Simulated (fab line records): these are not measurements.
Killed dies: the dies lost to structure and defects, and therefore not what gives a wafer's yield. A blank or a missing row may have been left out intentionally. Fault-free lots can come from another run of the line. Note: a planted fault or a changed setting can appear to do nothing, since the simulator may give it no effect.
What tool caused it? || flow n5Finfet || 27 wafers from 9 lots sampled at 4 of the route's 1938 steps

WHAT EACH GAUGE READ, for each wafer
N5_MOL_CONTACT_COAG_THK_MEAS_29.
{"lot": "L781", "measured": "day 5 01:49", "on": "filmMetro-02", "MD_CAP_THK (nm)": "17.84 17.90 17.85"}
{"lot": "L791", "measured": "day 7 17:07", "on": "filmMetro-01", "MD_CAP_THK (nm)": "18.15 18.31 18.39"}
{"lot": "L792", "measured": "day 7 21:20", "on": "filmMetro-01", "MD_CAP_THK (nm)": "18.19 18.38 18.14"}
{"lot": "L793", "measured": "day 8 00:52", "on": "filmMetro-01", "MD_CAP_THK (nm)": "17.97 17.83 17.90"}
{"lot": "L794", "measured": "day 8 13:47", "on": "filmMetro-01", "MD_CAP_THK (nm)": "17.89 17.89 17.82"}
{"lot": "L795", "measured": "day 8 15:19", "on": "filmMetro-02", "MD_CAP_THK (nm)": "17.89 18.15 17.95"}
{"lot": "L796", "measured": "day 8 20:33", "on": "filmMetro-01", "MD_CAP_THK (nm)": "17.99 17.96 17.80"}
{"lot": "L798", "measured": "day 9 04:56", "on": "filmMetro-02", "MD_CAP_THK (nm)": "18.02 17.88 17.99"}
{"lot": "L802", "measured": "day 10 13:45", "on": "filmMetro-01", "MD_CAP_THK (nm)": "18.03 17.98 17.79"}

EACH LOT AND THE TOOL THAT RAN IT (in order: tool; ch and the chambers of the sampled wafers; start)
{"lot": "L781", "N5_GATE_CUT_CMP_02": "cmp-01 ch 0,2,3, day 4 10:05", "N5_GATE_CUT_CMP_43": "cmp-01 ch 0,1,2, day 4 13:43", "N5_GATE_CUT_CMP_61": "cmp-01 ch 0,1,2, day 4 14:12"}
{"lot": "L791", "N5_GATE_CUT_CMP_02": "cmp-03 ch 1,2,3, day 7 02:15", "N5_GATE_CUT_CMP_43": "cmp-02 ch 0,3, day 7 05:46", "N5_GATE_CUT_CMP_61": "cmp-02 ch 0,3, day 7 06:12"}
{"lot": "L792", "N5_GATE_CUT_CMP_02": "cmp-02 ch 2,3, day 7 06:52", "N5_GATE_CUT_CMP_43": "cmp-01 ch 0,1,2, day 7 10:54", "N5_GATE_CUT_CMP_61": "cmp-01 ch 0,1,2, day 7 11:20"}
{"lot": "L793", "N5_GATE_CUT_CMP_02": "cmp-02 ch 0,1,3, day 7 10:01", "N5_GATE_CUT_CMP_43": "cmp-02 ch 0,3, day 7 14:23", "N5_GATE_CUT_CMP_61": "cmp-02 ch 0,3, day 7 14:49"}
{"lot": "L794", "N5_GATE_CUT_CMP_02": "cmp-02 ch 0,2,3, day 7 22:16", "N5_GATE_CUT_CMP_43": "cmp-02 ch 1,2, day 8 01:49", "N5_GATE_CUT_CMP_61": "cmp-02 ch 1,2, day 8 02:14"}
{"lot": "L795", "N5_GATE_CUT_CMP_02": "cmp-02 ch 0,1,3, day 7 23:55", "N5_GATE_CUT_CMP_43": "cmp-01 ch 0,3, day 8 03:51", "N5_GATE_CUT_CMP_61": "cmp-01 ch 0,3, day 8 04:17"}
{"lot": "L796", "N5_GATE_CUT_CMP_02": "cmp-03 ch 0,2,3, day 8 07:21", "N5_GATE_CUT_CMP_43": "cmp-03 ch 0,1, day 8 11:03", "N5_GATE_CUT_CMP_61": "cmp-03 ch 0,1, day 8 11:32"}
{"lot": "L798", "N5_GATE_CUT_CMP_02": "cmp-01 ch 1,2, day 8 16:45", "N5_GATE_CUT_CMP_43": "cmp-01 ch 2,3, day 8 20:13", "N5_GATE_CUT_CMP_61": "cmp-01 ch 2,3, day 8 20:42"}
{"lot": "L802", "N5_GATE_CUT_CMP_02": "cmp-02 ch 0,1,3, day 9 22:23", "N5_GATE_CUT_CMP_43": "cmp-01 ch 0,1,2, day 10 02:11", "N5_GATE_CUT_CMP_61": "cmp-01 ch 0,1,2, day 10 02:40"}
- N5_GATE_CUT_CMP_02: polishes, stops on SiO2, t overpolish 12.7 s, target thk 0 nm.
- N5_GATE_CUT_CMP_43: polishes SiO2.
- N5_GATE_CUT_CMP_61: polishes, stops on SiNx, t overpolish 3 s.

THE ANSWER, worked out from the rows above alone
Rule: the usual values come from the lots themselves. The widest of any qualifying gaps counts: lots, ordered by their means at a reading, are off when they make up no more than a third of the lots, leave a main group of 4 or more, and stand apart from it by 3 or more times the standard deviation of that group's means. Not used: any main group whose means are identical at the precision the tables above print for the reading. A lot without any number at a reading at which 4 lots or more have one is off too. Where the step has rows for the other lots, those lots are counted as sound.
Off: at N5_MOL_CONTACT_COAG_THK_MEAS_29 (MD_CAP_THK), L791, L792. For the main group the mean is 17.92 nm and the standard deviation 0.045.
A tool fits if, at a process step before that reading, it ran every lot that is off, and no sound lot after the first of them. Gauges at N5_MOL_CONTACT_COAG_THK_MEAS_29: tried the same way as those tools. No candidate that was tried fits.

WHAT HAD BEEN PUT IN BY THE SIMULATOR
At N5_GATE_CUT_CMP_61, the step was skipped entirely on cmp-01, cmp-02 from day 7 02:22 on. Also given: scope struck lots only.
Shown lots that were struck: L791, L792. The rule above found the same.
